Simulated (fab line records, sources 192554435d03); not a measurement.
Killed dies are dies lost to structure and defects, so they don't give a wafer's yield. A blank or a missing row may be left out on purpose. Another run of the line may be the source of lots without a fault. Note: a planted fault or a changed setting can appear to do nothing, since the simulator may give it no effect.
Chamber matching    flow n5_finfet    pecvd-04 running N5_BEOL_M0_SAQP_PECVD_96: 3 sister chambers
The step deposits a-Si from SiH4/He, target thk 45 nm, time 45.2 s. 3 wafers are shown with their chamber, then 9 later ones without.

== WAFERS, EACH WITH ITS CHAMBER ==
wafer   chamber  throttle_valve_pct (%)
L089.5  2        19.6
L090.3  0        18.4
L090.4  1        18.8

== WAFERS WITH NO CHAMBER GIVEN ==
wafer   throttle_valve_pct (%)
L092.1  18.6
L092.2  18.4
L092.5  18.8
L095.1  18.4
L095.4  18.6
L095.5  16.1
L096.1  18.6
L096.2  15.9
L096.6  15.9

== WHICH CHAMBER EACH ONE RAN IN ==
wafer   from the rows above           in truth
L092.1  can't be placed: 1 or 0 or 2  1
L092.2  can't be placed: 0 or 1 or 2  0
L092.5  can't be placed: 1 or 0 or 2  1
L095.1  can't be placed: 0 or 1 or 2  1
L095.4  can't be placed: 1 or 0 or 2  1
L095.5  can't be placed: 0 or 1 or 2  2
L096.1  can't be placed: 1 or 0 or 2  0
L096.2  can't be placed: 0 or 1 or 2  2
L096.6  can't be placed: 0 or 1 or 2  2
Correct placement for 0 of the 9. Can't be placed from these rows: 9 (the true chamber is among the candidates in 9). Placed wrongly: 0.
How it was worked out, from the rows above alone: a wafer's distance from a chamber is the root of the sum, over the readings, of the square of ((its reading less the chamber's mean) divided by the reading's scatter). If the next closest chamber is less than 2 further off than the closest, the wafer can't be placed; otherwise it belongs to the closest. A chamber's mean is the mean of its shown wafers. The scatter: root of mean squared gap, hidden wafer to nearest shown wafer, with one shown wafer a chamber.
